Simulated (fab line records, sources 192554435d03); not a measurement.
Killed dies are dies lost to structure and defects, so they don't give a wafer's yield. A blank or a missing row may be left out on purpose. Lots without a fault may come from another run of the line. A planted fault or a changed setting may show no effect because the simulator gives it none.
Split-lot experiment | flow n5_finfet | 7 lots, 21 wafers read, on a route of 1938 steps

THE SPLIT
At N5_BEOL_M13_ILD_DEP_00 (deposits SiOC from DEMS/O2, target thk 837.92 nm, time 166.4 s), the setting time_s was moved away from the recipe's 166.4 s on 8 of the 21 wafers read, by -13.3% to +9.4%. The other wafers ran this setting at the recipe's value.

FROM THE SPLIT TO THE READING: what the file shows between them, 6 steps
- N5_BEOL_M13_THK_MEAS_01
- N5_BEOL_M13_COAT_58: time 60 s, resist thk 89 nm
- N5_BEOL_M13_COAT_04: resist thk 400 nm
- N5_BEOL_M13_DESCUM_15: chemistry O2, time 7.9 s
- N5_BEOL_M13_ETCH_59: etches BARC in N2/H2, target depth 89 nm, overetch 26.7 nm, time 67.9 s
- N5_BEOL_M13_VIA_ETCH_16: etches SiOC in C4F8/O2/Ar, target depth 921.7 nm

THE READING
oes_product_au, in a.u., at N5_BEOL_M13_STRIP_63 (strips in N2/H2). Fault-free wafers of this fab line usually give 0.675 a.u., standard deviation 0.0051 a.u..

wafer  | tool, chamber at the split | time_s as run, s | against the recipe | oes_product_au, a.u. | against lot-mates on the recipe
L077.1 | pecvd-03, 0                | 166.4            | recipe             | 0.670                | -
L077.4 | pecvd-03, 0                | 166.4            | recipe             | 0.684                | -
L077.5 | pecvd-03, 2                | 166.4            | recipe             | 0.667                | -
L075.2 | pecvd-04, 1                | 180.7            | +8.6%              | 0.668                | -0.011
L075.3 | pecvd-04, 0                | 166.4            | recipe             | 0.677                | -
L075.6 | pecvd-04, 0                | 166.4            | recipe             | 0.680                | -
L082.2 | pecvd-03, 1                | 146.1            | -12.2%             | 0.689                | +0.016
L082.4 | pecvd-03, 0                | 166.4            | recipe             | 0.677                | -
L082.5 | pecvd-03, 2                | 166.4            | recipe             | 0.668                | -
L083.2 | pecvd-03, 0                | 175.1            | +5.2%              | 0.671                | -0.008
L083.3 | pecvd-03, 1                | 166.4            | recipe             | 0.676                | -
L083.6 | pecvd-03, 1                | 166.4            | recipe             | 0.681                | -
L088.1 | pecvd-04, 1                | 166.4            | recipe             | 0.667                | -
L088.2 | pecvd-04, 0                | 144.3            | -13.3%             | 0.684                | +0.017
L088.6 | pecvd-04, 0                | 144.3            | -13.3%             | 0.691                | +0.024
L089.1 | pecvd-01, 0                | 166.4            | recipe             | 0.674                | -
L089.3 | pecvd-01, 2                | 182              | +9.4%              | 0.662                | -0.012
L089.4 | pecvd-01, 2                | 182              | +9.4%              | 0.660                | -0.014
L097.2 | pecvd-04, 0                | 179.8            | +8.1%              | 0.669                | -0.009
L097.4 | pecvd-04, 1                | 166.4            | recipe             | 0.675                | -
L097.5 | pecvd-04, 2                | 166.4            | recipe             | 0.681                | -

THE FIT
A straight line over all 21 wafers: oes_product_au changes by -0.00106 a.u. for each +1% of time_s; r = -0.82; the points scatter about the line by 0.005 a.u..
The same after taking each lot's own level away (the mean of its wafers on the recipe; 21 wafers): -0.00141 a.u. for each +1%; r = -0.93; scatter 0.0038 a.u..
On that fit, the largest move of time_s shifts the reading by 0.019 a.u..
The lots' own levels span 0.6670 to 0.6785 a.u., that is 2.3 times the standard deviation above.
So the lot-to-lot level changes the slope: the two fits differ.
Check: with one of the wafers moved furthest among these (-13.3%) left out of the fit, the line predicts +0.0199 a.u. for it against its lot-mates. It came out at +0.017 a.u. against them.

OTHER SPLITS ON THESE WAFERS
These wafers also went through other splits before the reading. Each is held against what the fit with the lots' levels taken away leaves over:
other split on the same wafers | wafers away from the commonest value | r with oes_product_au (lot level and that fit taken away)
N5_BEOL_M11_ETCH_62 time_s     | 4                                    | -0.02
N5_BEOL_M11_COAT_63 spin_rpm   | 6                                    | -0.02
N5_BEOL_M12_SPUTTER_44 time_s  | 8                                    | -0.11

THE WHOLE CHAIN: every reading that the file lists as answering this split, in the file's order
step                    | what it does                                                   | reading                                                                             | change (the file's fit)                   | r (the file's)
N5_BEOL_M13_ILD_DEP_00  | deposits SiOC from DEMS/O2, target thk 837.92 nm, time 166.4 s | SiOC_of_BEOL_M13_ILD_DEP_00.thk_nm (the simulator's own value, which no gauge read) | +7.93 nm for each +1% of the setting      | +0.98
N5_BEOL_M13_THK_MEAS_01 |                                                                | M13_ILD_THK                                                                         | +7.9 for each +1% of the setting          | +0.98
N5_BEOL_M13_VIA_ETCH_16 | etches SiOC in C4F8/O2/Ar, target depth 921.7 nm               | etch.depth_nm (the simulator's own value, which no gauge read)                      | +7.93 nm for each +1% of the setting      | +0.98
N5_BEOL_M13_VIA_ETCH_16 | etches SiOC in C4F8/O2/Ar, target depth 921.7 nm               | coat_of_BEOL_M13_COAT_04.thk_nm (the simulator's own value, which no gauge read)    | -2.34 nm for each +1% of the setting      | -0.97
N5_BEOL_M13_STRIP_63    | strips in N2/H2                                                | oes_product_au                                                                      | -0.00137 a.u. for each +1% of the setting | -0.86
N5_BEOL_M13_STRIP_63    | strips in N2/H2                                                | strip_time_to_endpoint_s                                                            | withheld for each +1% of the setting      | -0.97

THE FILE'S OWN FIT
oes_product_au changes by -0.00137 a.u. for each +1% of time_s, r = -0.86.
